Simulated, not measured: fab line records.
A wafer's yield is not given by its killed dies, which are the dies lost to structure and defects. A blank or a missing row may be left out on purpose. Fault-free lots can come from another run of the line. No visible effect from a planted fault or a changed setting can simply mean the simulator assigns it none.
fab line records | flow nand-harc
record lots=12 wafers=36 last-day=24
route steps=1159 shown P_M0@273 P_M1@290 END@1159
lots that met no fault: from a run of the same line without faults
start-h: hours from the record's first day to the start of the lot's first wafer shown | wait-h: time in hours since the lot's previous step | " the same as in the row above | L1.1+2: several wafers, shown together as one row | - no value, or no start given | * or withheld: withheld | < > ~ a bound
route shown NAME@n: names a module that has steps shown in the file, with the first one's number in the route | usual: mean and standard deviation over wafers with no fault | same: alike in all rows | chamber/n: place in a boat | sites: the reading at each site | _std_site: their standard deviation | _edge_site: outer sites' mean less inner sites' | radius-mm: how far each site lies from the wafer's centre | mask NAME#n: copy n | behind: tool/chamber where the wafer was last shaped | hold: the reason the lot was held/the length of the hold in hours/how it ended | device: transistor that didn't switch, given as n, p or np | end of line: the route-end tests of the same wafers | a step with no rows: only its recipe | killed: count of dies lost to structure and defects at first sort (not the wafer's yield) | map: a wafer's dies, marking killed ones x, the rest . and places with no die _
set.NAME: the setting as run; set.NAME@STEP: as run at that earlier step | model.NAME: the simulator's own value behind a step, which no gauge read
one table for each step of the route and one row for each wafer, over a sample of lots
services: the hour from which a tool's chamber was out of use, counted from the record's first day as start-h (under 0 if before that day), plus the number of hours and why
## steps
# step NHARC_P_M0_PRE_CLEAN_29
# recipe time-s=30 temp-c=280 gas=H2/He
# usual heater-power-w=432/54
# columns lot.wafer tool chamber start-h wait-h heater-power-w
L505.2 pvd-sputter-01 - - - 434
L505.6 " - " " 430
L505.5 " - " " 443
L506.1 pvd-sputter-02 - - - 397
L506.6 " - " " 470
L506.5 " - " " 414
L508.2 pvd-sputter-02 - - - 390
L508.3 " - " " 481
L508.5 " - " " 413
L515.3 pvd-sputter-01 - - - 420
L515.2 " - " " 363
L515.5 " - " " 438
L516.1 pvd-sputter-03 - - - 424
L516.6 " - " " 353
L516.5 " - " " 484
L517.3 pvd-sputter-01 - - - 357
L517.1 " - " " 439
L517.6 " - " " 375
L519.4 pvd-sputter-03 - - - 474
L519.1 " - " " 437
L519.2 " - " " 515
L522.1 pvd-sputter-01 - - - 406
L522.6 " - " " 419
L522.5 " - " " 369
L523.2 pvd-sputter-01 - - - 349
L523.4 " - " " 404
L523.1 " - " " 427
L524.4 pvd-sputter-01 - - - 365
L524.1 " - " " 414
L524.3 " - " " 423
L527.2 pvd-sputter-03 - - - 472
L527.4 " - " " 434
L527.6 " - " " 349
L528.1 pvd-sputter-03 - - - 348
L528.3 " - " " 483
L528.5 " - " " 487
# step NHARC_P_M0_INSPECT_27
# usual raw-defect-count=307/110
# columns lot.wafer tool chamber start-h wait-h raw-defect-count
L505.2 defect-inspect-01 - 118.05 0.0 268
L505.5 " - " " 356
L505.6 " - " " 508
L506.1 defect-inspect-01 - 129.18 0.0 221
L506.5 " - " " 369
L506.6 " - " " 197
L508.2 defect-inspect-01 - 136.01 0.0 363
L508.3 " - " " 480
L508.5 " - " " 486
L515.2 defect-inspect-02 - 177.54 0.0 286
L515.3 " - " " 243
L515.5 " - " " 182
L516.1 defect-inspect-01 - 195.15 0.0 188
L516.5 " - " " 330
L516.6 " - " " 206
L517.1 defect-inspect-02 - 195.83 0.0 272
L517.3 " - " " 304
L517.6 " - " " 282
L519.1 defect-inspect-01 - 211.85 0.0 372
L519.2 " - " " 430
L519.4 " - " " 330
L522.1 defect-inspect-01 - 226.91 0.0 300
L522.5 " - " " 596
L522.6 " - " " 647
L523.1 defect-inspect-02 - 227.54 0.0 310
L523.2 " - " " 392
L523.4 " - " " 384
L524.1 defect-inspect-01 - 230.77 0.0 409
L524.3 " - " " 394
L524.4 " - " " 326
L527.2 defect-inspect-02 - 242.50 0.0 207
L527.4 " - " " 228
L527.6 " - " " 314
L528.1 defect-inspect-01 - 259.38 0.0 502
L528.3 " - " " 254
L528.5 " - " " 306
# step NHARC_P_M1_SOFTBAKE_04
# recipe temp-c=105 time-s=55
# usual heater-power-total-W=188.45/0.14 plate-temp-C=105.02/0.14
# columns lot.wafer tool chamber start-h wait-h heater-power-total-W plate-temp-C
L505.2 litho-track-01 0 119 - 188.33 105.02
L505.5 " 0 " " 188.45 104.96
L505.6 " 0 " " 188.50 105.03
L506.1 litho-track-04 0 130 - 188.39 105.10
L506.5 " 0 " " 188.40 105.09
L506.6 " 0 " " 188.68 105.10
L508.2 litho-track-04 0 136 - 188.39 104.89
L508.3 " 0 " " 188.44 105.12
L508.5 " 0 " " 188.75 105.00
L515.2 litho-track-04 0 178 - 206.41 -
L515.3 " 0 " " 206.50 -
L515.5 " 0 " " 206.54 -
L516.1 litho-track-04 0 196 - 206.50 -
L516.5 " 0 " " 206.41 -
L516.6 " 0 " " 206.83 -
L517.1 litho-track-04 0 196 - 206.35 -
L517.3 " 0 " " 206.35 -
L517.6 " 0 " " 206.44 -
L519.1 litho-track-01 0 212 - 188.34 105.09
L519.2 " 0 " " 188.76 104.93
L519.4 " 0 " " 188.47 105.09
L522.1 litho-track-06 0 227 - 188.29 105.01
L522.5 " 0 " " 188.39 105.23
L522.6 " 0 " " 188.41 105.06
L523.1 litho-track-01 0 228 - 188.32 105.10
L523.2 " 0 " " 188.43 105.11
L523.4 " 0 " " 188.54 104.82
L524.1 litho-track-06 0 231 - 188.72 104.88
L524.3 " 0 " " 188.67 104.93
L524.4 " 0 " " 188.47 105.25
L527.2 litho-track-01 0 243 - 188.37 105.03
L527.4 " 0 " " 188.55 105.01
L527.6 " 0 " " 188.52 105.39
L528.1 litho-track-06 0 260 - 188.33 105.03
L528.3 " 0 " " 188.34 105.14
L528.5 " 0 " " 188.67 105.14
# step NHARC_P_M1_ETCH_35
# recipe target-depth-a=400 overetch-a=120 time-s=43.94 ion-energy-ev=200 n2-flow-sccm=150 h2-flow-sccm=150 ar-flow-sccm=0 rf-w=400 bias-w=150 chemistry=N2/H2
# usual drypump-motor-current-A=5.8/0.43 h2-flow-sccm=150.1/0.4 oes-product-au=0.999/0.0092 rf-vpp-V=430.2/2.3 showerhead-plenum-p-Torr=2.03/0.076 throttle-valve-pct=14.170/0.0095
# columns lot.wafer tool chamber start-h wait-h drypump-motor-current-A h2-flow-sccm oes-product-au rf-hours-counter-h rf-vpp-V showerhead-plenum-p-Torr throttle-valve-pct
L505.2 rie-diel-01 3 119.58 0.1 6.5 150.4 0.993 4 430.0 1.99 14.179
L505.6 " 2 " " 5.7 150.3 1.009 - 425.5 1.90 14.157
L505.5 " 3 " " 6.5 150.0 0.995 - 428.5 1.99 14.163
L506.1 rie-diel-06 1 130.74 0.1 5.2 149.3 1.014 5 426.5 1.90 14.168
L506.6 " 3 " " 5.9 150.4 0.997 - 433.0 2.12 14.173
L506.5 " 0 " " 5.0 148.7 0.987 - 429.4 1.98 14.175
L508.3 rie-diel-01 0 137.69 0.1 5.9 149.8 0.997 4 429.4 2.02 14.160
L508.2 " 3 " " 6.5 150.0 0.994 5 428.9 1.99 14.166
L508.5 " 0 " " 5.9 149.7 1.009 - 431.6 2.02 14.183
L515.2 rie-diel-11 3 179.10 0.1 5.6 150.1 1.000 11 431.4 2.04 14.156
L515.3 " 0 " " 6.3 150.6 1.012 11 430.1 2.04 14.153
L515.5 " 2 " " 6.3 149.9 1.005 - 432.4 2.13 14.175
L516.1 rie-diel-01 0 196.80 0.1 5.9 149.7 0.996 1 430.5 2.02 14.178
L516.5 " 2 " " 5.7 150.4 1.014 - 425.9 1.90 14.169
L516.6 " 3 " " 6.5 150.5 0.985 - 430.0 1.99 14.177
L517.3 rie-diel-06 0 197.50 0.1 5.0 150.4 1.003 10 428.0 1.97 14.170
L517.1 " 1 " " 5.2 149.7 1.003 10 426.4 1.89 14.160
L517.6 " 0 " " 5.0 149.8 1.001 - 429.7 1.97 14.175
L519.1 rie-diel-11 2 213.52 0.1 6.2 150.4 1.004 0 432.6 2.13 14.164
L519.4 " 3 " " 5.6 150.6 0.994 0 430.4 2.04 14.171
L519.2 " 0 " " 6.3 150.5 0.993 0 430.8 2.04 14.185
L522.1 rie-diel-06 2 228.46 0.1 5.8 150.0 1.005 13 427.9 1.98 14.167
L522.6 " 0 " " 5.0 150.2 1.003 - 428.6 1.97 14.169
L522.5 " 1 " " 5.2 149.6 0.988 - 427.3 1.89 14.166
L523.1 rie-diel-11 2 229.15 0.1 6.3 150.7 1.003 1 432.4 2.12 14.177
L523.4 " 0 " " 6.3 149.9 0.990 1 429.6 2.04 14.161
L523.2 " 1 " " 6.0 149.7 0.988 1 432.3 2.12 14.189
L524.4 rie-diel-06 2 232.29 0.1 5.8 149.3 0.997 13 429.7 1.98 14.170
L524.3 " 3 " " 5.9 150.1 1.007 14 433.7 2.12 14.167
L524.1 " 0 " " 5.0 150.0 1.001 14 429.1 1.97 14.159
L527.4 rie-diel-11 0 244.18 0.1 6.3 149.8 0.990 1 429.4 2.04 14.163
L527.2 " 1 " " 6.0 149.7 0.981 1 432.2 2.12 14.173
L527.6 " 0 " " 6.3 149.4 0.997 - 430.0 2.04 14.163
L528.3 rie-diel-11 2 260.92 0.1 6.2 149.6 1.008 3 432.7 2.12 14.164
L528.1 " 0 " " 6.3 150.0 1.005 3 431.2 2.04 14.189
L528.5 " 3 " " 5.6 149.4 1.000 - 431.0 2.04 14.164
# step NHARC_END_SORT_01
# recipe temp-c=25
# usual defect-limited-yield=95.4/1.3 killed-at-array=27/8 killed-at-other=0.8/1.2 killed-at-periphery=3.3/2.3 killed-dies=31/8.8 killed-open=3.2/2.1 killed-short=2.1/1.4 sort_bin_2_pct=1.4/0.55 sort_bin_3_pct=0.25/0.2 sort_bin_4_pct=2.9/0.92 sort-n-pass=646/8.8 sort-rim-yield-pct=95.5/2.7 sort-yield-pct=95.4/1.3
# same gross-dies=677 sort_bin_5_pct[%]=0 sort_bin_6_pct[%]=0 sort_bin_7_pct[%]=0 sort_bin_8_pct[%]=0 sort-rim-n-gross=106.00
# columns lot.wafer tool chamber start-h wait-h defect-limited-yield[%] killed-at-array killed-at-other killed-at-periphery killed-dies killed-open killed-short sort_bin_2_pct[%] sort_bin_3_pct[%] sort_bin_4_pct[%] sort-n-pass sort-rim-yield-pct[%] sort-yield-pct[%]
L524.1 prober-02 0 557.78 2.5 94.5 32 0 5 37 5 3 1.5 0 4.0 640 96.2 94.5
L524.3 prober-02 0 559.39 3.1 95.7 25 0 4 29 2 0 1.3 0 3.0 648 98.1 95.7
L524.4 prober-02 0 560.19 3.4 95.0 28 0 6 34 2 1 1.6 0 3.4 643 92.5 95.0
# killed by level:class
L524.1 A_CHANNEL_HOLE_D1:chamber-film-flake=21 A_STAIRCASE:chamber-film-flake=3 P_STI:chamber-film-flake=2 P_CONTACT:geometric-particle:open=1 P_M0:geometric-particle:open=1 A_SOURCE_PLATE:geometric-particle:short=1 A_SOURCE_PLATE:geometric-particle:open=1 A_CHANNEL_FILL_D1:geometric-particle:short=1
L524.3 A_CHANNEL_HOLE_D1:chamber-film-flake=17 A_CONTACT:chamber-film-flake=3 P_STI:chamber-film-flake=2 A_CONTACT:geometric-particle:open=1 A_M1:geometric-particle:open=1 P_ZERO_WELL:chamber-film-flake=1 P_GATE:chamber-film-flake=1 A_ZERO_WELL:chamber-film-flake=1
L524.4 A_CHANNEL_HOLE_D1:chamber-film-flake=17 A_STAIRCASE:chamber-film-flake=4 P_STI:chamber-film-flake=4 A_ZERO_WELL:chamber-film-flake=2 A_CONTACT:chamber-film-flake=2 P_M0:geometric-particle:open=1 A_WL_FILL:geometric-particle:open=1 A_M0:geometric-particle:short=1
## services
# columns tool chamber start-h hours kind
litho-track-01 - 93.00 7.0 pm
rie-diel-11 0 95.44 - clean
rie-diel-11 1 95.44 - clean
rie-diel-11 2 95.44 - clean
rie-diel-11 3 95.44 - clean
pvd-sputter-03 - 102.00 10.0 pm
pvd-sputter-01 - 111.30 1.9 repair
litho-track-06 - 117.00 7.0 pm
rie-diel-11 0 119.94 - clean
rie-diel-11 1 119.94 - clean
rie-diel-11 2 119.94 - clean
rie-diel-11 3 119.94 - clean
rie-diel-01 2 133.06 19.9 repair
rie-diel-01 - 137.85 9.0 pm
litho-track-04 - 141.00 7.0 pm
rie-diel-11 0 144.44 - clean
rie-diel-11 1 144.44 - clean
pvd-sputter-01 - 158.04 10.0 pm
rie-diel-01 3 165.38 4.7 repair
rie-diel-06 0 174.83 3.5 repair
rie-diel-11 - 189.50 9.0 pm
rie-diel-06 1 213.43 2.9 repair
pvd-sputter-02 - 214.00 10.0 pm
rie-diel-06 - 241.65 9.0 pm
## key
first-sign step=NHARC_P_M1_SOFTBAKE_04 reading=heater-power-total-W direction=up sigmas=99+ usual=* struck=*
effect none on later readings
met-at NHARC_P_M1_SOFTBAKE_04
struck-lots L515,L516,L517
loop-trim step=NHARC_P_M1_EXPOSE_06 setting=dose lots=L517
not-acting-at NHARC_P_M0_PRE_CLEAN_29,NHARC_P_M0_INSPECT_27,NHARC_P_M1_ETCH_35
onset-between 136 178
fault kind=process-parameter-drift tool=litho-track-04 chamber=- onset-h=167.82 steps=NHARC_P_M1_SOFTBAKE_04 channel=time-s offset=* shape=step end-h=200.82 acts-in=* stated=*
# loop-trim: a control loop set the setting to another value than it would have without faults
